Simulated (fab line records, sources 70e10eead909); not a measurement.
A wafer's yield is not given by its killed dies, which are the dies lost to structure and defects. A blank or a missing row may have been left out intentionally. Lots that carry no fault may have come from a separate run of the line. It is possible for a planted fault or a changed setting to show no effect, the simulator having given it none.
Which of the tools did it? :: flow nand harc :: 7 lots with 21 wafers sampled at 5 steps, on a route of 1302 steps

## WHAT EACH GAUGE READ, for each wafer
NHARC_END_SORT_01.
lot: L580
measured: day 25 23:10
on: prober-02
killed open: 3 1 5

lot: L587
measured: day 29 16:26
on: prober-02
killed open: 2 3 5

lot: L589
measured: day 30 18:28
on: prober-01
killed open: 5 5 1

lot: L598
measured: day 34 06:13
on: prober-02
killed open: 4 1 5

## WHICH TOOL RAN EACH LOT (tool, then ch and the chambers of the sampled wafers, then the start)
lot: L577
NHARC_A_SOURCE_PLATE_PVD_04: pvd sputter-02, day 7 18:40
NHARC_THIN_TSV_DEP_43: pecvd-01 ch 0,2, day 24 09:36
NHARC_THIN_TSV_PRE_CLEAN_54: pvd sputter-02, day 24 15:10
NHARC_THIN_TSV_DESCUM_35: rie diel-05 ch 0,1,2, day 24 16:14

lot: L580
NHARC_A_SOURCE_PLATE_PVD_04: pvd sputter-02, day 9 04:17
NHARC_THIN_TSV_DEP_43: pecvd-01 ch 1,2, day 25 08:32
NHARC_THIN_TSV_PRE_CLEAN_54: pvd sputter-02, day 25 14:12
NHARC_THIN_TSV_DESCUM_35: rie diel-03 ch 1,2,3, day 25 15:25

lot: L587
NHARC_A_SOURCE_PLATE_PVD_04: pvd sputter-02, day 12 02:33
NHARC_THIN_TSV_DEP_43: pecvd-04 ch 0,1, day 28 20:53
NHARC_THIN_TSV_PRE_CLEAN_54: pvd sputter-03, day 29 02:32
NHARC_THIN_TSV_DESCUM_35: rie diel-10 ch 1,2,3, day 29 03:46

lot: L589
NHARC_A_SOURCE_PLATE_PVD_04: pvd sputter-02, day 13 07:54
NHARC_THIN_TSV_DEP_43: pecvd-01 ch 1,2, day 30 02:28
NHARC_THIN_TSV_PRE_CLEAN_54: pvd sputter-01, day 30 08:17
NHARC_THIN_TSV_DESCUM_35: rie diel-10 ch 0,1,3, day 30 09:31

lot: L592
NHARC_A_SOURCE_PLATE_PVD_04: pvd sputter-01, day 14 10:48
NHARC_THIN_TSV_DEP_43: pecvd-01 ch 0,2, day 30 03:40
NHARC_THIN_TSV_PRE_CLEAN_54: pvd sputter-01, day 30 09:37
NHARC_THIN_TSV_DESCUM_35: rie diel-10 ch 0,1,2, day 30 10:50

lot: L596
NHARC_A_SOURCE_PLATE_PVD_04: pvd sputter-02, day 15 19:03
NHARC_THIN_TSV_DEP_43: pecvd-04 ch 0,1,2, day 32 10:55
NHARC_THIN_TSV_PRE_CLEAN_54: pvd sputter-03, day 32 16:47
NHARC_THIN_TSV_DESCUM_35: rie diel-10 ch 0,1,3, day 32 17:53

lot: L598
NHARC_A_SOURCE_PLATE_PVD_04: pvd sputter-01, day 17 00:13
NHARC_THIN_TSV_DEP_43: pecvd-03 ch 0,2, day 33 11:20
NHARC_THIN_TSV_PRE_CLEAN_54: pvd sputter-02, day 33 17:03
NHARC_THIN_TSV_DESCUM_35: rie diel-10 ch 1,2,3, day 33 18:08
- NHARC_A_SOURCE_PLATE_PVD_04: deposits WSi2, target thk 50 nm.
- NHARC_THIN_TSV_DEP_43: deposits SiO2, target thk 1328.5 nm.
- NHARC_THIN_TSV_PRE_CLEAN_54: time 30 s.
- NHARC_THIN_TSV_DESCUM_35: chemistry O2, time 3 s.

## THE ANSWER, worked out from the rows above alone
Rule: the usual values come from the lots themselves. The widest of any qualifying gaps counts: lots, ordered by their means at a reading, are off when they make up no more than a third of the lots, leave a main group of 4 or more, and stand apart from it by 3 or more times the standard deviation of that group's means. The tables above print the reading to a certain number of digits; a main group whose means all agree to those digits is not used. A lot without any number at a reading at which 4 lots or more have one is off too. Where the step has rows for the other lots, those lots are counted as sound.
Nothing can be told from this: no lot is off at any reading shown.

## WHAT THE SIMULATOR HAD PUT IN
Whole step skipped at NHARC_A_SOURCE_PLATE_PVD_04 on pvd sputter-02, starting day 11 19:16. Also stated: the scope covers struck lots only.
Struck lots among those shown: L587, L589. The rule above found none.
